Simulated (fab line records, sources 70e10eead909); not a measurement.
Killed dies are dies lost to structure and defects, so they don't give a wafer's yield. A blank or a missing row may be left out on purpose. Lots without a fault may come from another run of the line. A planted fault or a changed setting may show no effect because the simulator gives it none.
fab line records | flow nand_harc
record lots=14 wafers=41 last_day=33
route steps=1302 shown A_CHANNEL_FILL_D1@495 A_DECK1_JOINT@539 A_ONON_D2@558 END@1302
lots that met no fault: from a run of the same line without faults
start_h: hours from the record's first day to the start of the lot's first wafer shown | wait_h: hours since the lot's step before | " the same as in the row above | L1.1+2: a row that stands for several wafers | - no value, or no start given | * or withheld: withheld | < > ~ a bound
route shown NAME@n: a module of which the file shows steps, and the number in the route of the first | usual: mean/standard deviation of fault-free wafers | same: alike in all rows | chamber/n: place in a boat | sites: the reading at each site | _std_site: their standard deviation | _edge_site: outer sites' mean less inner sites' | radius_mm: how far each site lies from the wafer's centre | mask NAME#n: copy n | behind: the tool/chamber that last shaped the wafer | hold: why the lot was held/for how many hours/how that ended | device: the transistor (n, p or np) that didn't switch | end of line: the same wafers' tests at the end of the route | a step without rows: its recipe alone | killed: dies lost to structure and defects at the first sort, not the wafer's yield | map: a wafer's dies, x killed, . not, _ none there
set.NAME: the setting as run; set.NAME@STEP: as run at that earlier step | model.NAME: the simulator's own value behind a step, which no gauge read
steps of the route over a sample of lots; a table a step, a row a wafer
services: from which hour (start_h, from the record's first day; less than 0 if before it) a tool's chamber was out of use, for how many hours, and why
## steps
# step NHARC_A_CHANNEL_FILL_D1_ALD_15
# recipe target_thk_a=20 pulse_time_s=60 ald_cycles=19 temp_c=630 pressure_torr=2 material=SiNx
# usual chamber_pressure_Torr=1.999/0.0051 precursor_pulse_height_rel=1.000/0.019
# columns lot.wafer tool chamber start_h wait_h chamber_pressure_Torr precursor_pulse_height_rel
L654.1 ald_sin_batch-01 0 - - 2.002 0.998
L654.2 " 0 " " 2.001 0.962
L654.3 " 0 " " 1.995 1.025
L655.2 ald_sin_batch-01 0 - - 1.999 0.998
L655.5 " 0 " " 1.999 0.974
L655.6 " 0 " " 1.991 1.004
L656.2 ald_sin_batch-02 0 230.67 3.3 1.999 1.010
L656.3 " 0 " " 2.003 0.960
L656.5 " 0 " " 2.000 0.983
L658.2 ald_sin_batch-01 0 242.36 2.9 2.003 1.022
L658.3 " 0 " " 2.008 0.997
L658.5 " 0 " " 2.008 0.969
L659.1 ald_sin_batch-01 0 - - 2.000 1.009
L659.3 " 0 " " 2.005 1.025
L659.6 " 0 " " 2.003 1.015
L660.1 ald_sin_batch-01 0 - - 1.997 1.010
L660.2 " 0 " " 1.998 1.025
L660.5 " 0 " " 2.000 1.036
L661.1 ald_sin_batch-01 0 - - 2.000 0.991
L661.2 " 0 " " 2.001 1.009
L661.6 " 0 " " 2.006 0.982
L662.1 ald_sin_batch-03 0 - - 2.004 0.976
L662.3 " 0 " " 1.998 1.012
L662.5 " 0 " " 1.995 1.009
L669.1 ald_sin_batch-03 0 - - 2.003 0.963
L669.4 " 0 " " 2.008 1.012
L669.5 " 0 " " 2.008 1.017
L671.4 ald_sin_batch-03 0 - - 1.991 1.005
L671.5 " 0 " " 1.990 0.991
L672.1 ald_sin_batch-01 0 - - 1.991 0.961
L672.4 " 0 " " 1.998 1.022
L672.5 " 0 " " 1.998 0.992
L673.1 ald_sin_batch-03 0 - - 1.997 0.980
L673.2 " 0 " " 1.999 1.008
L673.4 " 0 " " 2.006 0.998
L675.1 ald_sin_batch-02 0 - - 2.003 1.010
L675.5 " 0 " " 2.000 0.975
L675.6 " 0 " " 1.998 1.029
L676.3 ald_sin_batch-02 0 - - 1.997 1.005
L676.4 " 0 " " 1.993 0.986
L676.6 " 0 " " 1.995 0.984
# step NHARC_A_DECK1_JOINT_CMP_02
# recipe material=SiOx
# usual motor_current_A=12.0/1.7
# columns lot.wafer tool chamber start_h wait_h motor_current_A
L654.1 cmp-01 3 269.29 0.4 11.2
L654.2 " 0 " " 14.7
L654.3 " 1 " " 14.5
L655.2 cmp-01 2 297.73 0.4 12.2
L655.5 " 3 " " 11.5
L655.6 " 0 " " 13.6
L656.2 cmp-01 3 305.13 0.4 11.4
L656.3 " 0 " " 13.5
L656.5 " 1 " " 13.4
L658.2 cmp-04 2 319.11 0.4 11.3
L658.3 " 3 " " 12.4
L658.5 " 1 " " 15.8
L659.3 cmp-03 0 336.82 0.4 12.5
L659.1 " 2 " " 10.5
L659.6 " 1 " " 12.1
L660.2 cmp-04 0 336.87 0.4 9.2
L660.1 " 1 " " 15.6
L660.5 " 3 " " 13.0
L661.1 cmp-04 2 350.65 0.4 11.3
L661.2 " 0 " " 10.0
L661.6 " 2 " " 11.5
L662.3 cmp-03 2 350.67 0.4 10.7
L662.1 " 0 " " 11.5
L662.5 " 2 " " 11.0
L669.1 cmp-04 0 427.19 0.4 9.0
L669.4 " 1 " " 15.5
L669.5 " 1 " " 14.4
L671.4 cmp-01 3 445.26 0.4 10.5
L671.5 " 1 " " 13.1
L672.1 cmp-03 1 469.46 0.4 12.0
L672.4 " 2 " " 10.4
L672.5 " 0 " " 11.4
L673.1 cmp-04 3 473.03 0.4 12.5
L673.2 " 0 " " 8.8
L673.4 " 2 " " 11.4
L676.4 cmp-04 0 493.09 0.4 9.6
L676.3 " 3 " " 12.4
L676.6 " 1 " " 15.0
L675.1 cmp-03 0 493.17 0.4 11.5
L675.6 " 1 " " 12.6
L675.5 " 2 " " 10.7
# step NHARC_A_ONON_D2_DEP_19
# recipe target_thk_a=10000 n2_flow_sccm=2750 n2o_flow_sccm=2000 nh3_flow_sccm=500 sih4_flow_sccm=210 temp_c=400
# columns lot.wafer tool chamber start_h wait_h
L654.1+2+3 pecvd_onon-03 0 280.20 0.1
L655.2+5+6 pecvd_onon-04 0 309.26 0.1
L656.2+3+5 pecvd_onon-03 0 317.24 0.1
L658.2+3+5 pecvd_onon-01 0 330.15 0.1
L659.1+3+6 pecvd_onon-04 0 348.12 0.1
L660.1+2+5 pecvd_onon-03 0 348.13 0.1
L662.1+3+5 pecvd_onon-04 0 362.21 0.1
L661.1+2+6 pecvd_onon-01 0 362.22 0.1
L669.1+4+5 pecvd_onon-04 0 438.24 0.1
L671.4+5 pecvd_onon-04 0 456.73 0.2
L672.1+4+5 pecvd_onon-03 0 482.13 0.1
L673.1+2+4 pecvd_onon-01 0 482.16 0.1
L675.1+5+6 pecvd_onon-01 0 504.04 0.1
L676.3+4+6 pecvd_onon-03 0 504.15 0.2
# step NHARC_A_ONON_D2_THK_MEAS_21
# recipe thk_meas_gauge=ellipsometry
# usual thk_nm=1000/10
# columns lot.wafer tool chamber start_h wait_h thk_nm
L654.1 film_metro-02 - 280.71 - 999
L654.2 " - " " 999
L654.3 " - " " 1000
L655.2 film_metro-02 - 309.71 - 1010
L655.5 " - " " 1012
L655.6 " - " " 1013
L656.2 film_metro-01 - 317.69 - 989
L656.3 " - " " 987
L656.5 " - " " 989
L658.2 film_metro-01 - 330.61 - 988
L658.3 " - " " 987
L658.5 " - " " 986
L659.1 film_metro-02 - 348.63 - 1005
L659.3 " - " " 1004
L659.6 " - " " 1005
L660.1 film_metro-01 - 348.64 - 1009
L660.2 " - " " 1011
L660.5 " - " " 1009
L662.1 film_metro-01 - 362.72 - 1006
L662.3 " - " " 1004
L662.5 " - " " 1006
L661.1 film_metro-02 - 362.73 - 995
L661.2 " - " " 995
L661.6 " - " " 998
L669.1 film_metro-02 - 438.75 - 1004
L669.4 " - " " 1075
L669.5 " - " " 1003
L671.4 film_metro-01 - 457.06 - 1077
L671.5 " - " " 1010
L672.1 film_metro-02 - 482.65 - 1015
L672.4 " - " " 1015
L672.5 " - " " 1012
L673.1 film_metro-02 - 482.67 - 1007
L673.2 " - " " 1005
L673.4 " - " " 1007
L676.3 film_metro-02 - 504.55 - 987
L676.4 " - " " 987
L676.6 " - " " 988
L675.1 film_metro-01 - 504.56 - 993
L675.5 " - " " 991
L675.6 " - " " 992
# step NHARC_A_ONON_D2_THK_MEAS_27
# recipe thk_meas_gauge=ellipsometry
# usual thk_nm=998/9.8
# columns lot.wafer tool chamber start_h wait_h thk_nm
L654.1 film_metro-02 - 281.85 - 1001
L654.2 " - " " 1000
L654.3 " - " " 1001
L655.2 film_metro-01 - 310.84 - 999
L655.5 " - " " 999
L655.6 " - " " 999
L656.2 film_metro-02 - 318.83 - 976
L656.3 " - " " 974
L656.5 " - " " 975
L658.2 film_metro-01 - 331.76 - 988
L658.3 " - " " 987
L658.5 " - " " 987
L659.1 film_metro-01 - 349.75 - 1008
L659.3 " - " " 1008
L659.6 " - " " 1008
L660.1 film_metro-02 - 349.79 - 1012
L660.2 " - " " 1015
L660.5 " - " " 1014
L662.1 film_metro-02 - 363.85 - 997
L662.3 " - " " 997
L662.5 " - " " 1000
L661.1 film_metro-01 - 363.88 - 987
L661.2 " - " " 986
L661.6 " - " " 987
L669.1 film_metro-02 - 439.89 - 999
L669.4 " - " " 999
L669.5 " - " " 998
L671.4 film_metro-02 - 458.20 - 997
L671.5 " - " " 995
L672.1 film_metro-02 - 483.78 - 1000
L672.4 " - " " 1002
L672.5 " - " " 1002
L673.1 film_metro-01 - 483.80 - 993
L673.2 " - " " 992
L673.4 " - " " 994
L676.3 film_metro-02 - 505.67 - 987
L676.4 " - " " 987
L676.6 " - " " 988
L675.1 film_metro-01 - 505.69 - 987
L675.5 " - " " 984
L675.6 " - " " 986
# step NHARC_END_SORT_01
# recipe temp_c=25
# usual killed_at_array=62/20 killed_at_other=0.8/1.1 killed_at_periphery=3.5/2.4 killed_dies=66/21 killed_open=3.5/1.9 killed_short=2.5/1.7
# same gross_dies=677
# columns lot.wafer tool chamber start_h wait_h killed_at_array killed_at_other killed_at_periphery killed_dies killed_open killed_short
L654.1 prober-01 0 562.27 2.5 47 1 5 53 5 1
L654.2 prober-01 0 563.06 2.8 62 0 6 68 2 3
L654.3 prober-01 0 563.85 3.1 74 1 1 76 2 2
# killed by level:class
L654.1 A_CHANNEL_HOLE_D1:chamber_film_flake=22 A_CHANNEL_HOLE_D2:chamber_film_flake=19 P_M0:chamber_film_flake=3 A_ONON_D2:geometric_particle:open=2 A_CONTACT:chamber_film_flake=2 P_GATE:geometric_particle:open=1 P_M1:geometric_particle:open=1 A_DECK1_JOINT:geometric_particle:open=1
L654.2 A_CHANNEL_HOLE_D2:chamber_film_flake=28 A_CHANNEL_HOLE_D1:chamber_film_flake=23 P_GATE:chamber_film_flake=3 P_M0:chamber_film_flake=3 A_CONTACT:chamber_film_flake=3 A_DECK1_JOINT:chamber_film_flake=2 A_DECK1_JOINT:geometric_particle:open=1 A_ONON_D2:geometric_particle:short=1
L654.3 A_CHANNEL_HOLE_D2:chamber_film_flake=38 A_CHANNEL_HOLE_D1:chamber_film_flake=28 A_CONTACT:chamber_film_flake=2 A_SOURCE_PLATE:geometric_particle:open=1 A_STAIRCASE:geometric_particle:short=1 A_WL_FILL:geometric_particle:short=1 A_BLC:geometric_particle:open=1 P_GATE:chamber_film_flake=1
## services
# columns tool chamber start_h hours kind
cmp-03 - 193.72 1.9 repair
cmp-04 - 197.48 0.6 repair
cmp-04 - 199.32 4.2 repair
cmp-04 - 209.00 4.0 pm
pecvd_onon-03 - 227.05 13.0 pm
cmp-03 - 229.26 1.9 repair
ald_sin_batch-01 - 234.43 5.1 repair
cmp-03 - 236.80 1.1 repair
pecvd_onon-01 - 269.00 13.0 pm
cmp-03 - 269.03 4.0 pm
cmp-04 - 271.64 0.2 repair
cmp-03 - 284.16 4.6 repair
cmp-04 - 306.22 1.7 repair
pecvd_onon-04 - 311.25 13.0 pm
cmp-04 - 329.97 1.1 repair
cmp-03 - 341.20 2.8 repair
cmp-03 - 367.03 4.0 pm
cmp-04 - 405.88 4.0 pm
pecvd_onon-03 - 408.05 13.0 pm
cmp-04 - 429.54 2.1 repair
cmp-04 - 474.41 1.3 repair
cmp-04 - 490.18 0.3 repair
pecvd_onon-04 - 492.25 13.0 pm
cmp-04 - 503.88 4.0 pm
## key
first_sign step=NHARC_A_ONON_D2_THK_MEAS_21 reading=thk_nm direction=up sigmas=7.4 usual=1000 struck=1076
effect none on later readings
met_at NHARC_A_ONON_D2_DEP_19
struck_lots L669,L671
struck_wafers L669.4,L671.4
tester_left_out L669,L671
not_acting_at NHARC_A_CHANNEL_FILL_D1_ALD_15,NHARC_A_DECK1_JOINT_CMP_02,NHARC_A_ONON_D2_THK_MEAS_27
onset_between 362.21 438.24
fault kind=process_parameter_drift tool=pecvd_onon-04 chamber=- onset_h=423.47 steps=NHARC_A_ONON_D2_DEP_19 channel=target_thk_a offset=* shape=step end_h=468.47 scope=struck_wafers_only acts_in=* stated=*
# tester_left_out: of these lots the tester's yield and bins aren't shown, on N5 and GAA mostly nor the transistor test; their killed dies are dies lost to structure and defects alone, not to doping, threshold or leakage, so they don't give the yield
